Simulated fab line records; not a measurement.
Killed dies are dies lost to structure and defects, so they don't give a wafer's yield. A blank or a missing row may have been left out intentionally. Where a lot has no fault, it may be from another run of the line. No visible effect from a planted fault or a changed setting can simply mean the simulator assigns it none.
The tool behind it: which one? | flow n5 finfet | 30 wafers from 10 lots sampled at 5 of the route's 1938 steps

WHAT EACH GAUGE READ, for each wafer
N5_BEOL_M4_RC_MEAS_101.
lot  | measured     | on        | DIBL_N (mV/V)
L417 | day 8 02:04  | prober-02 | 37.3 37.3 37.4
L420 | day 8 20:35  | prober-02 | 37.5 41.0 37.7
L423 | day 10 05:40 | prober-02 | 35.9 37.2 33.6
L424 | day 10 21:11 | prober-01 | 34.4 38.7 37.1
L427 | day 11 12:04 | prober-02 | 39.0 36.6 42.2
L434 | day 12 20:11 | prober-02 | 34.5 36.0 39.9
L435 | day 13 00:09 | prober-02 | 37.6 35.7 37.4
L437 | day 13 22:26 | prober-01 | 38.6 39.0 39.9
L438 | day 14 00:07 | prober-02 | 37.5 34.7 37.5
L439 | day 14 05:08 | prober-02 | 36.5 36.5 36.0

WHICH TOOL RAN EACH LOT (tool, then ch and the chambers of the sampled wafers, then the start)
lot  | N5_BEOL_M1_SPUTTER_48        | N5_BEOL_M1_SPUTTER_79        | N5_BEOL_M1_ANNEAL_82         | N5_BEOL_M1_ANNEAL_87
L417 | pvd sputter-03, day 6 12:19  | pvd sputter-03, day 6 12:32  | pvd sputter-03, day 6 12:50  | pvd sputter-03, day 6 13:04
L420 | pvd sputter-01, day 7 07:48  | pvd sputter-01, day 7 08:01  | pvd sputter-01, day 7 08:19  | pvd sputter-01, day 7 08:32
L423 | pvd sputter-01, day 8 04:47  | pvd sputter-01, day 8 05:02  | pvd sputter-01, day 8 05:22  | pvd sputter-01, day 8 05:37
L424 | pvd sputter-03, day 8 13:25  | pvd sputter-03, day 8 13:38  | pvd sputter-03, day 8 13:56  | pvd sputter-03, day 8 14:09
L427 | pvd sputter-01, day 9 17:22  | pvd sputter-01, day 9 17:49  | pvd sputter-01, day 9 18:25  | pvd sputter-01, day 9 18:51
L434 | pvd sputter-03, day 10 22:38 | pvd sputter-03, day 10 22:51 | pvd sputter-03, day 10 23:09 | pvd sputter-03, day 10 23:22
L435 | pvd sputter-03, day 11 03:38 | pvd sputter-03, day 11 03:52 | pvd sputter-03, day 11 04:10 | pvd sputter-03, day 11 04:23
L437 | pvd sputter-03, day 11 12:37 | pvd sputter-03, day 11 12:50 | pvd sputter-03, day 11 13:08 | pvd sputter-03, day 11 13:21
L438 | pvd sputter-03, day 12 03:01 | pvd sputter-03, day 12 03:14 | pvd sputter-03, day 12 03:32 | pvd sputter-03, day 12 03:45
L439 | pvd sputter-03, day 12 14:27 | pvd sputter-03, day 12 14:40 | pvd sputter-03, day 12 14:58 | pvd sputter-03, day 12 15:11
- N5_BEOL_M1_SPUTTER_48: material Cu, target thk 4.5 nm, time 8.29 s.
- N5_BEOL_M1_SPUTTER_79: material Cu, target thk 4.5 nm, time 8.29 s.
- N5_BEOL_M1_ANNEAL_82: time 240 s.
- N5_BEOL_M1_ANNEAL_87: time 240 s.

THE ANSWER, worked out from the rows above alone
Rule: what is usual is taken from the lots themselves. Put in order of their means at a reading, lots are off if they are a third of the lots or fewer, leave a main group of 4 or more, and stand apart from it by a gap of 3 or more times the standard deviation of the main group's means; of several such gaps the widest counts. If all means in a main group match to the digits the tables above print for the reading, that group is not used. Also off: a lot with no number at a reading for which 4 or more lots have one. All remaining lots with rows at the step are treated as sound.
No lot is off on any of the readings shown, so nothing can be concluded from this.

WHAT THE SIMULATOR HAD INSERTED
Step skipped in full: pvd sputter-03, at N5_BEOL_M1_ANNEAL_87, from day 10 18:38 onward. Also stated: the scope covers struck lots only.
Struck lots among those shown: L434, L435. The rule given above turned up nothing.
